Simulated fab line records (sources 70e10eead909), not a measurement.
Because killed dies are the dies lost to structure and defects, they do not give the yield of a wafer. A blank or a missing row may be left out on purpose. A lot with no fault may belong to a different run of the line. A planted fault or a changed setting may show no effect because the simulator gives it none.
Code-filled problem report in 8D (eight disciplines) form ; flow nand-harc ; the parts of the form that need people (team, actions taken, sign-off) are left out

1. WHAT WENT WRONG
At NHARC_A_ONON_D1_THK_MEAS_30, thk-nm averages 1620 nm over 3 wafers from 2 lots, while fault-free wafers read 1000 nm, standard deviation 9.3. Relative to the usual mean, that is a shift of +67 standard deviations.
The step: measures by ellipsometry.
Earliest sighting: wafer L179.6 on film-metro-01 at day 11 07:13. The record holds 37 wafers of 13 lots with a number at this step. By rule, "out" or "out of limits" means more than 4 standard deviations away from the usual mean. The rest of the wafers with a number are treated as sound.

2. WHAT IT IS, AND WHAT IT ISN'T
question;is;is not
which readings at this step;thk-nm;-
which lots;L177, L179;L165, L166, L167, L168, L169, L171, L180, L182, L183, L185, L187
which wafers of those lots;L177.4, L177.6, L179.6;L179.1
read on which gauges;film-metro-01, film-metro-02;-
when;from day 11 07:13;"up to then (19 sound wafers); but 15 sound wafers of L180, L182, L183, L185, L187 came after"

3. SUSPECTS, AND WHAT RULES EACH OUT
Counting: any tool at a process step up to the reading remains a suspect provided it ran every lot that is out. Sound lots after the first of them don't rule it out here, since some wafers of a struck lot are sound.
- the gauge at NHARC_A_ONON_D1_THK_MEAS_30 has been ruled out. 2 gauges (film-metro-01, film-metro-02) read the wafers that are out.
- pecvd-onon-01 at NHARC_A_ONON_D1_DEP_28 (target thk 1000 nm): kept. It processed each lot that is out (first: L179, day 11 06:43); up to then, its last sound lot is L169 (day 8 22:25).
The count leaves pecvd-onon-01 at NHARC_A_ONON_D1_DEP_28.

4. THE CAUSE (what the simulator had put in)
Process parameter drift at NHARC_A_ONON_D1_DEP_28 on pecvd-onon-01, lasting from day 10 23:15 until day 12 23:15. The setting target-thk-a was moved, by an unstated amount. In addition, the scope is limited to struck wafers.
Counting left only this tool.

5. THE EFFECT CHAIN, in route order
Each row: a reading where the mean over the struck wafers with a number is more than 3 standard deviations away from the usual. Scope: only readings with a usual standard deviation given in the record; hours: median across lots of the time from each lot's start at the first step in this table that gives one to its start at this step; sigmas: change in usual standard deviations.
hours;step;reading;usual;on struck wafers;change;sigmas
0;NHARC_A_ONON_D1_THK_MEAS_30;thk-nm;1000 nm;1620;+620;+67
277;NHARC_END_SORT_01;killed-at-array;25;673;+648;+70
277;NHARC_END_SORT_01;killed-dies;29;677;+648;+68

6. HOW IT WOULD HAVE BEEN CAUGHT EARLIER
8 hours passed between the start of the fault at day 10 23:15 and the first reading out of limits at a measuring or inspecting step in this record, taken at day 11 07:13.
Of the lots that are out (2), L177 began NHARC_A_ONON_D1_DEP_28 on pecvd-onon-01 after day 11 07:13. A hold on the tool at that time would have spared it.
